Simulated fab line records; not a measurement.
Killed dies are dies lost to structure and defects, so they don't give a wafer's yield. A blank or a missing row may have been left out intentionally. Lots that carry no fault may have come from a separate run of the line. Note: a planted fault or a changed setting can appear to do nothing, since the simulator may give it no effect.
Problem report in the 8D (eight disciplines) form, filled by code -- flow n5Finfet -- the parts of the form that need people (team, actions taken, sign-off) are left out

== 1. THE PROBLEM ==
Mean of spinSpeedRpm at N5_BEOL_M6_COAT_64: 1462.8 rpm across 6 wafers in 2 lots; on wafers with no fault it is 1499.9 rpm (standard deviation 0.96). Measured from the usual mean, that is -39 standard deviations.
The step: time 60 s, resist thk 12 nm.
Seen first at day 12 00:47 on lithoTrack-05, wafer L491.1. The record has a number at this step for 17 wafers belonging to 6 lots. By rule, "out" or "out of limits" means more than 4 standard deviations away from the usual mean. All remaining wafers that have a number are taken as sound.

== 2. WHAT IT IS; WHAT IT IS NOT ==
question,is,is not
which readings at this step,spinSpeedRpm,heaterPowerTotalW
which lots,"L491, L494","L479, L486, L495, L499"
which wafers of those lots,all that have a number,-
read on which tools,lithoTrack-05,"lithoTrack-01, lithoTrack-04"
when,from day 12 00:47,"up to then (5 sound wafers); but 6 sound wafers of L495, L499 came after"

== 3. THE SUSPECTS, EACH WITH WHAT RULES IT OUT ==
Counting: a tool stays on the suspect list if, at a process step up to the reading, it processed all lots that are out and no sound lot following the first of them.
- lithoTrack-05 at N5_BEOL_M6_COAT_64 (time 60 s, resist thk 12 nm): kept. Every lot that is out went through it, starting with L491 (day 12 00:47), and after that it ran no sound lot; the last sound lot it ran before then is L486 (day 10 23:03). Its own readings are out on those wafers: spinSpeedRpm.
Remaining after the count: lithoTrack-05 at N5_BEOL_M6_COAT_64.

== 4. THE CAUSE (what the simulator had put in) ==
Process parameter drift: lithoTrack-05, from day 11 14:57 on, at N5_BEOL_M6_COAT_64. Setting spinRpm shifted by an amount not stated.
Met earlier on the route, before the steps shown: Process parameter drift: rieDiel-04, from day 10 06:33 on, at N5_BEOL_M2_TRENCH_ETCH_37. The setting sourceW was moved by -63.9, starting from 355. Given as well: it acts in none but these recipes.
This tool alone remained once counting was done.

== 5. SEQUENCE OF EFFECTS, ordered by route ==
Each row: a reading whose mean over the struck wafers that have a number lies more than 3 standard deviations from the usual. Only readings whose record carries a usual standard deviation are examined. hours: median over the lots of the time between each lot's start at the first step of this table that gives one and its start at this step. sigmas: the change, counted in usual standard deviations.
hours,step,reading,usual,on struck wafers,change,sigmas
0,N5_BEOL_M6_COAT_64,spinSpeedRpm,1499.9 rpm,1462.8,-37.1,-39
Its process steps:
- N5_BEOL_M6_COAT_64: time 60 s, resist thk 12 nm.
Later measuring or inspecting steps at which every struck wafer that the step has a row for has a number for every such reading, and none has moved that far: N5_BEOL_M6_CD_MEAS_28, N5_BEOL_M6_OVL_MEAS_29, N5_BEOL_M6_INSPECT_30.

== 6. HOW IT WOULD HAVE BEEN CAUGHT EARLIER ==
In this record no reading fell out of limits until day 12 00:47, 10 hours after the fault had begun at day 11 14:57.
